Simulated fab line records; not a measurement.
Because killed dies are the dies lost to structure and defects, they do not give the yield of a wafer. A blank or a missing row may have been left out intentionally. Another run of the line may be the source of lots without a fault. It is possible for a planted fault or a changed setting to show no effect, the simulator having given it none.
Comparing a struck lot with a sound one / flow nand harc / 15 steps out of a route of 1302
Sound: the wafers L280.1, L280.2, L280.4. Struck: wafer L292.6; the same lot's L292.2 was not struck, so it is left out; see the end for the cause.
Order at every step that has rows: each side's tool, ch and its chambers, its first start. Under that, the readings that differ: sound wafers / struck wafers / difference of the means / sigmas: that difference in standard deviations of wafers without a fault.
alike: readings with means less than 2 such deviations apart, plus words and numbers identical on both sides. not compared: withheld readings, readings lacking a value on some wafer, bounds such as >300 that could conceal the same value, and numbers that have no deviation in the record and whose values overlap.
The two part at a step that has a row with sigmas, a row that says differs or no value, or rows on one side only. Numbers that have no deviation but don't overlap get no sigmas and don't part them. A reading missing from all wafers of one side parts the sides only when that side holds two or more wafers.

NHARC_P_START_INSPECT_01:
  sound on defect inspect-02 at day 2 16:02; struck on defect inspect-02 at day 7 16:02
  alike: raw defect count
then, 10 steps without rows for these wafers: NHARC_P_ZERO_WELL_PRECLEAN_00 (cleans in SPM, time 600 s); NHARC_P_ZERO_WELL_SRD_01; NHARC_P_ZERO_WELL_PECVD_02 (deposits SiO2, target thk 10 nm); NHARC_P_ZERO_WELL_DEHYDRATE_03 (time 120 s); NHARC_P_ZERO_WELL_HMDS_04 (time 30 s); NHARC_P_ZERO_WELL_COAT_64 (time 65 s); NHARC_P_ZERO_WELL_COAT_05 (resist thk 600 nm); NHARC_P_ZERO_WELL_SOFTBAKE_06 (time 70 s); NHARC_P_ZERO_WELL_EBR_07; NHARC_P_ZERO_WELL_EXPOSE_08 (exposes mask P ZERO, target cd 500 nm).
NHARC_P_ZERO_WELL_PEB_09: peb time 80 s.
  sound on litho track-05 ch 0, day 2 17:10; struck on litho track-05 ch 0, day 7 17:09
reading=heater power total W (W); sound=189.8 190.1 190.3; struck=239.7; difference=+49.6; sigmas=+64
  alike: chill plate temp C
then, 1 step without rows for these wafers: NHARC_P_ZERO_WELL_DEVELOP_10 (time 50 s).
NHARC_P_ZERO_WELL_CD_MEAS_11 targets a cd of 500 nm.
  sound on cd sem-01 ch 0, day 2 17:14; struck on cd sem-03 ch 0, day 7 17:14
reading=cd nm (nm); sound=502.7 501.9 497.7; struck=479.8; difference=-21.0; sigmas=-10
then, 1 step without rows for these wafers: NHARC_P_ZERO_WELL_HARDBAKE_12 (time 65 s).

WHERE THEY PART
Earliest at NHARC_P_ZERO_WELL_PEB_09; latest, in this record, at NHARC_P_ZERO_WELL_CD_MEAS_11.

WHY: what the simulator had put in
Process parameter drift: litho track-05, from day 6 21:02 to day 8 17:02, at NHARC_P_ZERO_WELL_PEB_09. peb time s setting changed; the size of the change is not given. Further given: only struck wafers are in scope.
